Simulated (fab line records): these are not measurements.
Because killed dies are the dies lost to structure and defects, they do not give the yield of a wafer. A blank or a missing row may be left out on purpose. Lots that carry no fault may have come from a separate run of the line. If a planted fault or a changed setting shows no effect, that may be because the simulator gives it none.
Which of the tools did it? | flow n5_finfet | Sampling: 6 lots, 18 wafers, 4 of 1938 route steps

## WHAT THE GAUGES READ, wafer by wafer
N5_BEOL_M6_INSPECT_58: inspects for defects (darkfield).
lot  | measured     | on                | raw_defect_count
L331 | day 9 13:31  | defect_inspect-01 | 118 86 77
L332 | day 9 23:27  | defect_inspect-01 | 78 60 78
L338 | day 11 06:54 | defect_inspect-01 | 42 51 39
L341 | day 12 01:05 | defect_inspect-01 | 68 45 72
L345 | day 12 20:58 | defect_inspect-01 | 83 115 73
L348 | day 13 22:28 | defect_inspect-02 | 69 46 73

## EACH LOT AND THE TOOL THAT RAN IT (in order: tool; ch and the chambers of the sampled wafers; start)
lot  | N5_BEOL_M6_CURE_75            | N5_BEOL_M6_ECD_50              | N5_BEOL_M6_CMP_52
L331 | uv_cure-02 ch 2, day 9 11:08  | ecd_cu-01 ch 0,1, day 9 12:28  | cmp-01 ch 0,1,3, day 9 13:04
L332 | uv_cure-03 ch 1, day 9 19:02  | ecd_cu-01 ch 0,1, day 9 21:59  | cmp-04 ch 0,2,3, day 9 22:58
L338 | uv_cure-01 ch 0, day 11 04:34 | ecd_cu-02 ch 0,1, day 11 05:55 | cmp-02 ch 0,2,3, day 11 06:29
L341 | uv_cure-01 ch 1, day 11 23:02 | ecd_cu-02 ch 0,1, day 12 00:14 | cmp-02 ch 1,3, day 12 00:38
L345 | uv_cure-03 ch 2, day 12 17:53 | ecd_cu-02 ch 0,1, day 12 19:29 | cmp-01 ch 0,2,3, day 12 20:35
L348 | uv_cure-03 ch 0, day 13 19:51 | ecd_cu-01 ch 0,1, day 13 21:12 | cmp-02 ch 0,1,3, day 13 22:03
- N5_BEOL_M6_CURE_75: cures SiCOH lowk, time 120 s.
- N5_BEOL_M6_ECD_50: material Cu, target thk 300 nm.
- N5_BEOL_M6_CMP_52: polishes, stops on SiCOH lowk, t overpolish 6.9 s, target thk 80 nm.

## THE ANSWER, worked out from the rows above alone
Rule: usual is defined by the lots themselves. The widest of any qualifying gaps counts: lots, ordered by their means at a reading, are off when they make up no more than a third of the lots, leave a main group of 4 or more, and stand apart from it by 3 or more times the standard deviation of that group's means. If all means in a main group match to the digits the tables above print for the reading, that group is not used. A lot without any number at a reading at which 4 lots or more have one is off too. Any other lot the step has rows for is counted as sound.
None of the lots is off at any reading shown; this tells nothing.

## WHAT THE SIMULATOR PUT IN
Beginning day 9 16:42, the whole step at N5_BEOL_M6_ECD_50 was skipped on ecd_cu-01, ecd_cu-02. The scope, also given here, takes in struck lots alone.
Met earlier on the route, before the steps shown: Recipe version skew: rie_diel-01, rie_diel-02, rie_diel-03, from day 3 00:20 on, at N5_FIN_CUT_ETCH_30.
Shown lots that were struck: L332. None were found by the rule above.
